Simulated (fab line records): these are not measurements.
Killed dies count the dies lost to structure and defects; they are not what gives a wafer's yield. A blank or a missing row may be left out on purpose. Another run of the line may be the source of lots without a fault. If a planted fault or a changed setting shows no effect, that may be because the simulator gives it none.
Matching of chambers :: flow nand_harc :: NHARC_A_CHANNEL_FILL_D2_ALD_02 on ald_hk-01 has 4 sister chambers
The step deposits SiO2, target thk 6 nm, pulse time 10 s, ald cycles 60. 14 wafers are shown with their chamber, then 7 later ones without.

== WAFERS PAIRED WITH THEIR CHAMBERS ==
wafer: L074.2
chamber: 1
heater_power_w (W): 440
precursor_pulse_height_rel: 0.997

wafer: L074.3
chamber: 3
heater_power_w (W): 459
precursor_pulse_height_rel: 1.021

wafer: L074.6
chamber: 0
heater_power_w (W): 531
precursor_pulse_height_rel: 1.006

wafer: L076.2
chamber: 1
heater_power_w (W): 442
precursor_pulse_height_rel: 0.993

wafer: L076.3
chamber: 3
heater_power_w (W): 457
precursor_pulse_height_rel: 0.986

wafer: L076.4
chamber: 2
heater_power_w (W): 407
precursor_pulse_height_rel: 0.974

wafer: L080.2
chamber: 1
heater_power_w (W): 455
precursor_pulse_height_rel: 1.016

wafer: L080.4
chamber: 0
heater_power_w (W): 532
precursor_pulse_height_rel: 0.985

wafer: L080.6
chamber: 1
heater_power_w (W): 432
precursor_pulse_height_rel: 1.010

wafer: L082.1
chamber: 1
heater_power_w (W): 445
precursor_pulse_height_rel: 0.963

wafer: L082.2
chamber: 3
heater_power_w (W): 460
precursor_pulse_height_rel: 0.997

wafer: L082.5
chamber: 3
heater_power_w (W): 467
precursor_pulse_height_rel: 1.003

wafer: L089.1
chamber: 0
heater_power_w (W): 532
precursor_pulse_height_rel: 0.995

wafer: L089.2
chamber: 1
heater_power_w (W): 452
precursor_pulse_height_rel: 0.968

SIGNATURES, as means of the wafers listed above
reading: heater_power_w
chamber 0: 531.67
chamber 1: 444.33
chamber 2: 407.00
chamber 3: 460.75
scatter within a chamber: 6.38

reading: precursor_pulse_height_rel
chamber 0: 0.99533
chamber 1: 0.99117
chamber 2: 0.97400
chamber 3: 1.00175
scatter within a chamber: 0.0179
Rule: distance of a wafer from a chamber = root of the sum over the readings of ((wafer's reading minus chamber's mean) / reading's scatter) squared. If the next closest chamber is less than 2 further off than the closest, the wafer can't be placed; otherwise it belongs to the closest. How the scatter is found: for the shown wafers, subtract from each reading the mean of its chamber, square and add these, divide the total by (wafers less chambers), then take the root.

== WAFERS MISSING THEIR CHAMBER ==
wafer: L089.6
heater_power_w (W): 452
precursor_pulse_height_rel: 1.011

wafer: L092.4
heater_power_w (W): 484
precursor_pulse_height_rel: 1.023

wafer: L092.5
heater_power_w (W): 491
precursor_pulse_height_rel: 0.985

wafer: L092.6
heater_power_w (W): 410
precursor_pulse_height_rel: 0.981

wafer: L096.2
heater_power_w (W): 446
precursor_pulse_height_rel: 0.991

wafer: L096.3
heater_power_w (W): 414
precursor_pulse_height_rel: 0.985

wafer: L096.5
heater_power_w (W): 523
precursor_pulse_height_rel: 0.963

== THE CHAMBER EACH PASSED THROUGH ==
wafer: L089.6
from the rows above: can't be placed: 3 or 1
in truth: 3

wafer: L092.4
from the rows above: 3
in truth: 3

wafer: L092.5
from the rows above: can't be placed: 3 or 0
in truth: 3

wafer: L092.6
from the rows above: 2
in truth: 2

wafer: L096.2
from the rows above: 1
in truth: 1

wafer: L096.3
from the rows above: 2
in truth: 2

wafer: L096.5
from the rows above: 0
in truth: 0
Correct placement for 5 of the 7. Not placeable from these rows: 2 (in 2, the candidates include the true chamber). Wrongly placed: 0.
